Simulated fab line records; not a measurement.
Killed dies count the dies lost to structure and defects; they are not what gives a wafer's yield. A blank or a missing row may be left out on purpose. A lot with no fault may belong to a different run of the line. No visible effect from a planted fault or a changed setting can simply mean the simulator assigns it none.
Which tool did it? || flow nandHarc || 72 wafers from 24 lots sampled at 4 of the route's 1302 steps

WHAT THE GAUGES READ, wafer by wafer
NHARC_A_CONTACT_INSPECT_10.
{"lot": "L076", "measured": "day 22 15:09", "on": "defectInspect-02", "rawDefectCount": "91 115 104"}
{"lot": "L074", "measured": "day 22 16:12", "on": "defectInspect-02", "rawDefectCount": "25 27 18"}
{"lot": "L075", "measured": "day 23 03:49", "on": "defectInspect-02", "rawDefectCount": "79 63 57"}
{"lot": "L077", "measured": "day 23 05:56", "on": "defectInspect-01", "rawDefectCount": "70 56 88"}
{"lot": "L078", "measured": "day 23 14:56", "on": "defectInspect-02", "rawDefectCount": "145 167 165"}
{"lot": "L079", "measured": "day 24 13:38", "on": "defectInspect-01", "rawDefectCount": "150 125 111"}
{"lot": "L080", "measured": "day 24 20:58", "on": "defectInspect-01", "rawDefectCount": "65 59 70"}
{"lot": "L081", "measured": "day 25 14:20", "on": "defectInspect-02", "rawDefectCount": "132 121 125"}
{"lot": "L082", "measured": "day 26 03:26", "on": "defectInspect-01", "rawDefectCount": "34 30 26"}
{"lot": "L083", "measured": "day 26 05:07", "on": "defectInspect-02", "rawDefectCount": "115 137 138"}
{"lot": "L084", "measured": "day 27 00:44", "on": "defectInspect-02", "rawDefectCount": "85 69 79"}
{"lot": "L086", "measured": "day 27 00:54", "on": "defectInspect-02", "rawDefectCount": "65 60 76"}
{"lot": "L087", "measured": "day 27 05:40", "on": "defectInspect-01", "rawDefectCount": "88 85 88"}
{"lot": "L085", "measured": "day 27 07:07", "on": "defectInspect-02", "rawDefectCount": "56 45 37"}
{"lot": "L088", "measured": "day 28 04:22", "on": "defectInspect-02", "rawDefectCount": "55 45 43"}
{"lot": "L089", "measured": "day 28 08:46", "on": "defectInspect-01", "rawDefectCount": "68 80 70"}
{"lot": "L090", "measured": "day 28 15:10", "on": "defectInspect-02", "rawDefectCount": "71 87 89"}
{"lot": "L091", "measured": "day 29 14:09", "on": "defectInspect-02", "rawDefectCount": "173 159 147"}
{"lot": "L092", "measured": "day 29 19:28", "on": "defectInspect-02", "rawDefectCount": "53 54 62"}
{"lot": "L093", "measured": "day 30 02:55", "on": "defectInspect-01", "rawDefectCount": "103 134 136"}
{"lot": "L094", "measured": "day 30 10:02", "on": "defectInspect-02", "rawDefectCount": "32 33 41"}
{"lot": "L096", "measured": "day 30 22:09", "on": "defectInspect-01", "rawDefectCount": "86 86 103"}
{"lot": "L095", "measured": "day 31 01:23", "on": "defectInspect-01", "rawDefectCount": "69 56 68"}
{"lot": "L097", "measured": "day 31 15:46", "on": "defectInspect-02", "rawDefectCount": "38 29 38"}

TOOL THAT RAN EACH LOT (tool first, then ch and the chambers of the sampled wafers, then the start)
{"lot": "L076", "NHARC_A_CONTACT_ETCH_124": "harCapEtch-03 ch 0,1, day 22 09:07", "NHARC_A_CONTACT_ETCH_132": "harCapEtch-03 ch 0,1, day 22 10:32", "NHARC_A_CONTACT_ETCH_133": "harCapEtch-03 ch 0,1, day 22 10:43"}
{"lot": "L074", "NHARC_A_CONTACT_ETCH_124": "harCapEtch-01 ch 0,1, day 22 10:02", "NHARC_A_CONTACT_ETCH_132": "harCapEtch-01 ch 0,1, day 22 11:28", "NHARC_A_CONTACT_ETCH_133": "harCapEtch-01 ch 0,1, day 22 11:41"}
{"lot": "L075", "NHARC_A_CONTACT_ETCH_124": "harCapEtch-02 ch 0,1, day 22 18:26", "NHARC_A_CONTACT_ETCH_132": "harCapEtch-02 ch 0,1, day 22 19:52", "NHARC_A_CONTACT_ETCH_133": "harCapEtch-02 ch 0,1, day 22 20:05"}
{"lot": "L077", "NHARC_A_CONTACT_ETCH_124": "harCapEtch-03 ch 0,1, day 22 23:52", "NHARC_A_CONTACT_ETCH_132": "harCapEtch-03 ch 0,1, day 23 01:18", "NHARC_A_CONTACT_ETCH_133": "harCapEtch-03 ch 0,1, day 23 01:33"}
{"lot": "L078", "NHARC_A_CONTACT_ETCH_124": "harCapEtch-02 ch 0,1, day 23 08:27", "NHARC_A_CONTACT_ETCH_132": "harCapEtch-02 ch 0,1, day 23 09:53", "NHARC_A_CONTACT_ETCH_133": "harCapEtch-02 ch 0,1, day 23 10:04"}
{"lot": "L079", "NHARC_A_CONTACT_ETCH_124": "harCapEtch-02 ch 0,1, day 24 01:59", "NHARC_A_CONTACT_ETCH_132": "harCapEtch-02 ch 0,1, day 24 03:25", "NHARC_A_CONTACT_ETCH_133": "harCapEtch-02 ch 0,1, day 24 03:35"}
{"lot": "L080", "NHARC_A_CONTACT_ETCH_124": "harCapEtch-03 ch 0,1, day 24 07:45", "NHARC_A_CONTACT_ETCH_132": "harCapEtch-03 ch 0,1, day 24 09:10", "NHARC_A_CONTACT_ETCH_133": "harCapEtch-03 ch 0,1, day 24 09:23"}
{"lot": "L081", "NHARC_A_CONTACT_ETCH_124": "harCapEtch-01 ch 0,1, day 25 08:14", "NHARC_A_CONTACT_ETCH_132": "harCapEtch-01 ch 0,1, day 25 09:40", "NHARC_A_CONTACT_ETCH_133": "harCapEtch-01 ch 0,1, day 25 09:58"}
{"lot": "L082", "NHARC_A_CONTACT_ETCH_124": "harCapEtch-03 ch 0, day 25 21:04", "NHARC_A_CONTACT_ETCH_132": "harCapEtch-03 ch 0, day 25 22:29", "NHARC_A_CONTACT_ETCH_133": "harCapEtch-03 ch 0, day 25 22:40"}
{"lot": "L083", "NHARC_A_CONTACT_ETCH_124": "harCapEtch-02 ch 0,1, day 25 22:51", "NHARC_A_CONTACT_ETCH_132": "harCapEtch-02 ch 0,1, day 26 00:17", "NHARC_A_CONTACT_ETCH_133": "harCapEtch-02 ch 0,1, day 26 00:31"}
{"lot": "L084", "NHARC_A_CONTACT_ETCH_124": "harCapEtch-01 ch 0,1, day 26 15:52", "NHARC_A_CONTACT_ETCH_132": "harCapEtch-01 ch 0,1, day 26 17:17", "NHARC_A_CONTACT_ETCH_133": "harCapEtch-01 ch 0,1, day 26 17:35"}
{"lot": "L086", "NHARC_A_CONTACT_ETCH_124": "harCapEtch-03 ch 0,1, day 26 16:19", "NHARC_A_CONTACT_ETCH_132": "harCapEtch-03 ch 0,1, day 26 17:46", "NHARC_A_CONTACT_ETCH_133": "harCapEtch-03 ch 0,1, day 26 17:56"}
{"lot": "L087", "NHARC_A_CONTACT_ETCH_124": "harCapEtch-02 ch 0,1, day 26 23:19", "NHARC_A_CONTACT_ETCH_132": "harCapEtch-02 ch 0,1, day 27 00:45", "NHARC_A_CONTACT_ETCH_133": "harCapEtch-02 ch 0,1, day 27 01:04"}
{"lot": "L085", "NHARC_A_CONTACT_ETCH_124": "harCapEtch-01 ch 0,1, day 27 00:43", "NHARC_A_CONTACT_ETCH_132": "harCapEtch-01 ch 0,1, day 27 02:08", "NHARC_A_CONTACT_ETCH_133": "harCapEtch-01 ch 0,1, day 27 02:23"}
{"lot": "L088", "NHARC_A_CONTACT_ETCH_124": "harCapEtch-03 ch 0,1, day 27 21:30", "NHARC_A_CONTACT_ETCH_132": "harCapEtch-03 ch 0,1, day 27 22:56", "NHARC_A_CONTACT_ETCH_133": "harCapEtch-03 ch 0,1, day 27 23:09"}
{"lot": "L089", "NHARC_A_CONTACT_ETCH_124": "harCapEtch-01 ch 0,1, day 28 02:44", "NHARC_A_CONTACT_ETCH_132": "harCapEtch-01 ch 0,1, day 28 04:10", "NHARC_A_CONTACT_ETCH_133": "harCapEtch-01 ch 0,1, day 28 04:20"}
{"lot": "L090", "NHARC_A_CONTACT_ETCH_124": "harCapEtch-02 ch 0,1, day 28 07:08", "NHARC_A_CONTACT_ETCH_132": "harCapEtch-02 ch 0,1, day 28 08:46", "NHARC_A_CONTACT_ETCH_133": "harCapEtch-02 ch 0,1, day 28 08:56"}
{"lot": "L091", "NHARC_A_CONTACT_ETCH_124": "harCapEtch-03 ch 0,1, day 29 07:40", "NHARC_A_CONTACT_ETCH_132": "harCapEtch-03 ch 0,1, day 29 09:06", "NHARC_A_CONTACT_ETCH_133": "harCapEtch-03 ch 0,1, day 29 09:22"}
{"lot": "L092", "NHARC_A_CONTACT_ETCH_124": "harCapEtch-01 ch 0,1, day 29 12:13", "NHARC_A_CONTACT_ETCH_132": "harCapEtch-01 ch 0,1, day 29 13:39", "NHARC_A_CONTACT_ETCH_133": "harCapEtch-01 ch 0,1, day 29 13:49"}
{"lot": "L093", "NHARC_A_CONTACT_ETCH_124": "harCapEtch-01 ch 0,1, day 29 18:59", "NHARC_A_CONTACT_ETCH_132": "harCapEtch-01 ch 0,1, day 29 20:26", "NHARC_A_CONTACT_ETCH_133": "harCapEtch-01 ch 0,1, day 29 20:39"}
{"lot": "L094", "NHARC_A_CONTACT_ETCH_124": "harCapEtch-03 ch 0,1, day 30 03:46", "NHARC_A_CONTACT_ETCH_132": "harCapEtch-03 ch 0,1, day 30 05:11", "NHARC_A_CONTACT_ETCH_133": "harCapEtch-03 ch 0,1, day 30 05:21"}
{"lot": "L096", "NHARC_A_CONTACT_ETCH_124": "harCapEtch-02 ch 0,1, day 30 16:05", "NHARC_A_CONTACT_ETCH_132": "harCapEtch-02 ch 0,1, day 30 17:32", "NHARC_A_CONTACT_ETCH_133": "harCapEtch-02 ch 0,1, day 30 17:42"}
{"lot": "L095", "NHARC_A_CONTACT_ETCH_124": "harCapEtch-01 ch 0,1, day 30 18:39", "NHARC_A_CONTACT_ETCH_132": "harCapEtch-01 ch 0,1, day 30 20:34", "NHARC_A_CONTACT_ETCH_133": "harCapEtch-01 ch 0,1, day 30 20:48"}
{"lot": "L097", "NHARC_A_CONTACT_ETCH_124": "harCapEtch-02 ch 0,1, day 31 09:26", "NHARC_A_CONTACT_ETCH_132": "harCapEtch-02 ch 0,1, day 31 10:52", "NHARC_A_CONTACT_ETCH_133": "harCapEtch-02 ch 0,1, day 31 11:05"}
- NHARC_A_CONTACT_ETCH_124: etches the open film in C4F8/O2/Ar, time 140 s, target depth 700 nm.
- NHARC_A_CONTACT_ETCH_132: etches the open film in C4F8/O2/Ar, time 197 s, target depth 1924 nm.
- NHARC_A_CONTACT_ETCH_133: etches the open film in C4F8/O2/Ar, time 374 s, target depth 1610 nm.

WHAT THE TOOLS THEMSELVES READ (means of the sampled wafers that have a number; where no wafer has one, the mark that the record gives instead)
NHARC_A_CONTACT_ETCH_124.
{"lot": "L076", "tool": "harCapEtch-03", "chamberPressureMTorr (mTorr)": 20.002}
{"lot": "L074", "tool": "harCapEtch-01", "chamberPressureMTorr (mTorr)": 20.020}
{"lot": "L075", "tool": "harCapEtch-02", "chamberPressureMTorr (mTorr)": 20.008}
{"lot": "L077", "tool": "harCapEtch-03", "chamberPressureMTorr (mTorr)": 19.986}
{"lot": "L078", "tool": "harCapEtch-02", "chamberPressureMTorr (mTorr)": 20.007}
{"lot": "L079", "tool": "harCapEtch-02", "chamberPressureMTorr (mTorr)": 20.008}
{"lot": "L080", "tool": "harCapEtch-03", "chamberPressureMTorr (mTorr)": 20.016}
{"lot": "L081", "tool": "harCapEtch-01", "chamberPressureMTorr (mTorr)": 20.013}
{"lot": "L082", "tool": "harCapEtch-03", "chamberPressureMTorr (mTorr)": 20.006}
{"lot": "L083", "tool": "harCapEtch-02", "chamberPressureMTorr (mTorr)": 20.011}
{"lot": "L084", "tool": "harCapEtch-01", "chamberPressureMTorr (mTorr)": 19.990}
{"lot": "L086", "tool": "harCapEtch-03", "chamberPressureMTorr (mTorr)": 20.001}
{"lot": "L087", "tool": "harCapEtch-02", "chamberPressureMTorr (mTorr)": 20.001}
{"lot": "L085", "tool": "harCapEtch-01", "chamberPressureMTorr (mTorr)": 19.998}
{"lot": "L088", "tool": "harCapEtch-03", "chamberPressureMTorr (mTorr)": 20.004}
{"lot": "L089", "tool": "harCapEtch-01", "chamberPressureMTorr (mTorr)": 20.002}
{"lot": "L090", "tool": "harCapEtch-02", "chamberPressureMTorr (mTorr)": 20.011}
{"lot": "L091", "tool": "harCapEtch-03", "chamberPressureMTorr (mTorr)": 19.994}
{"lot": "L092", "tool": "harCapEtch-01", "chamberPressureMTorr (mTorr)": 20.009}
{"lot": "L093", "tool": "harCapEtch-01", "chamberPressureMTorr (mTorr)": 19.991}
{"lot": "L094", "tool": "harCapEtch-03", "chamberPressureMTorr (mTorr)": 19.998}
{"lot": "L096", "tool": "harCapEtch-02", "chamberPressureMTorr (mTorr)": 19.999}
{"lot": "L095", "tool": "harCapEtch-01", "chamberPressureMTorr (mTorr)": 19.994}
{"lot": "L097", "tool": "harCapEtch-02", "chamberPressureMTorr (mTorr)": 19.991}

NHARC_A_CONTACT_ETCH_132.
{"lot": "L076", "tool": "harCapEtch-03", "chamberPressureMTorr (mTorr)": 20.025}
{"lot": "L074", "tool": "harCapEtch-01", "chamberPressureMTorr (mTorr)": 20.006}
{"lot": "L075", "tool": "harCapEtch-02", "chamberPressureMTorr (mTorr)": 19.997}
{"lot": "L077", "tool": "harCapEtch-03", "chamberPressureMTorr (mTorr)": 20.005}
{"lot": "L078", "tool": "harCapEtch-02", "chamberPressureMTorr (mTorr)": 20.007}
{"lot": "L079", "tool": "harCapEtch-02", "chamberPressureMTorr (mTorr)": 20.027}
{"lot": "L080", "tool": "harCapEtch-03", "chamberPressureMTorr (mTorr)": 19.992}
{"lot": "L081", "tool": "harCapEtch-01", "chamberPressureMTorr (mTorr)": 20.011}
{"lot": "L082", "tool": "harCapEtch-03", "chamberPressureMTorr (mTorr)": 20.007}
{"lot": "L083", "tool": "harCapEtch-02", "chamberPressureMTorr (mTorr)": 20.003}
{"lot": "L084", "tool": "harCapEtch-01", "chamberPressureMTorr (mTorr)": 20.015}
{"lot": "L086", "tool": "harCapEtch-03", "chamberPressureMTorr (mTorr)": 19.994}
{"lot": "L087", "tool": "harCapEtch-02", "chamberPressureMTorr (mTorr)": 19.994}
{"lot": "L085", "tool": "harCapEtch-01", "chamberPressureMTorr (mTorr)": 20.019}
{"lot": "L088", "tool": "harCapEtch-03", "chamberPressureMTorr (mTorr)": 20.022}
{"lot": "L089", "tool": "harCapEtch-01", "chamberPressureMTorr (mTorr)": 19.984}
{"lot": "L090", "tool": "harCapEtch-02", "chamberPressureMTorr (mTorr)": 20.006}
{"lot": "L091", "tool": "harCapEtch-03", "chamberPressureMTorr (mTorr)": 19.995}
{"lot": "L092", "tool": "harCapEtch-01", "chamberPressureMTorr (mTorr)": 19.985}
{"lot": "L093", "tool": "harCapEtch-01", "chamberPressureMTorr (mTorr)": 20.006}
{"lot": "L094", "tool": "harCapEtch-03", "chamberPressureMTorr (mTorr)": 19.989}
{"lot": "L096", "tool": "harCapEtch-02", "chamberPressureMTorr (mTorr)": 20.003}
{"lot": "L095", "tool": "harCapEtch-01", "chamberPressureMTorr (mTorr)": 19.996}
{"lot": "L097", "tool": "harCapEtch-02", "chamberPressureMTorr (mTorr)": 19.975}

NHARC_A_CONTACT_ETCH_133.
{"lot": "L076", "tool": "harCapEtch-03", "chamberPressureMTorr (mTorr)": 20.004}
{"lot": "L074", "tool": "harCapEtch-01", "chamberPressureMTorr (mTorr)": 20.010}
{"lot": "L075", "tool": "harCapEtch-02", "chamberPressureMTorr (mTorr)": 20.021}
{"lot": "L077", "tool": "harCapEtch-03", "chamberPressureMTorr (mTorr)": 19.983}
{"lot": "L078", "tool": "harCapEtch-02", "chamberPressureMTorr (mTorr)": 19.991}
{"lot": "L079", "tool": "harCapEtch-02", "chamberPressureMTorr (mTorr)": 19.995}
{"lot": "L080", "tool": "harCapEtch-03", "chamberPressureMTorr (mTorr)": 19.991}
{"lot": "L081", "tool": "harCapEtch-01", "chamberPressureMTorr (mTorr)": 20.012}
{"lot": "L082", "tool": "harCapEtch-03", "chamberPressureMTorr (mTorr)": 20.017}
{"lot": "L083", "tool": "harCapEtch-02", "chamberPressureMTorr (mTorr)": 20.012}
{"lot": "L084", "tool": "harCapEtch-01", "chamberPressureMTorr (mTorr)": 20.010}
{"lot": "L086", "tool": "harCapEtch-03", "chamberPressureMTorr (mTorr)": 19.996}
{"lot": "L087", "tool": "harCapEtch-02", "chamberPressureMTorr (mTorr)": 19.990}
{"lot": "L085", "tool": "harCapEtch-01", "chamberPressureMTorr (mTorr)": 19.995}
{"lot": "L088", "tool": "harCapEtch-03", "chamberPressureMTorr (mTorr)": 19.982}
{"lot": "L089", "tool": "harCapEtch-01", "chamberPressureMTorr (mTorr)": 20.001}
{"lot": "L090", "tool": "harCapEtch-02", "chamberPressureMTorr (mTorr)": 19.995}
{"lot": "L091", "tool": "harCapEtch-03", "chamberPressureMTorr (mTorr)": 19.999}
{"lot": "L092", "tool": "harCapEtch-01", "chamberPressureMTorr (mTorr)": 20.010}
{"lot": "L093", "tool": "harCapEtch-01", "chamberPressureMTorr (mTorr)": 20.005}
{"lot": "L094", "tool": "harCapEtch-03", "chamberPressureMTorr (mTorr)": 20.012}
{"lot": "L096", "tool": "harCapEtch-02", "chamberPressureMTorr (mTorr)": 20.008}
{"lot": "L095", "tool": "harCapEtch-01", "chamberPressureMTorr (mTorr)": 20.008}
{"lot": "L097", "tool": "harCapEtch-02", "chamberPressureMTorr (mTorr)": 20.000}

THE ANSWER, worked out from the rows above alone
Rule: the lots themselves supply what counts as usual. Put in order of their means at a reading, lots are off if they are a third of the lots or fewer, leave a main group of 4 or more, and stand apart from it by a gap of 3 or more times the standard deviation of the main group's means; of several such gaps the widest counts. A main group whose means are all the same, to the digits that the tables above print for the reading, isn't used. A lot without any number at a reading at which 4 lots or more have one is off too. The other lots that the step has rows for count as sound. The gauges are gone through in route order, then the tools' own readings, and for those a lot's mean is taken as printed above. The first step at which some lot is off is used, and at that step the reading that is off furthest; a lot without a number counts as furthest.
No lot is off on any of the readings shown, so nothing can be concluded from this.

WHAT HAD BEEN PUT IN BY THE SIMULATOR
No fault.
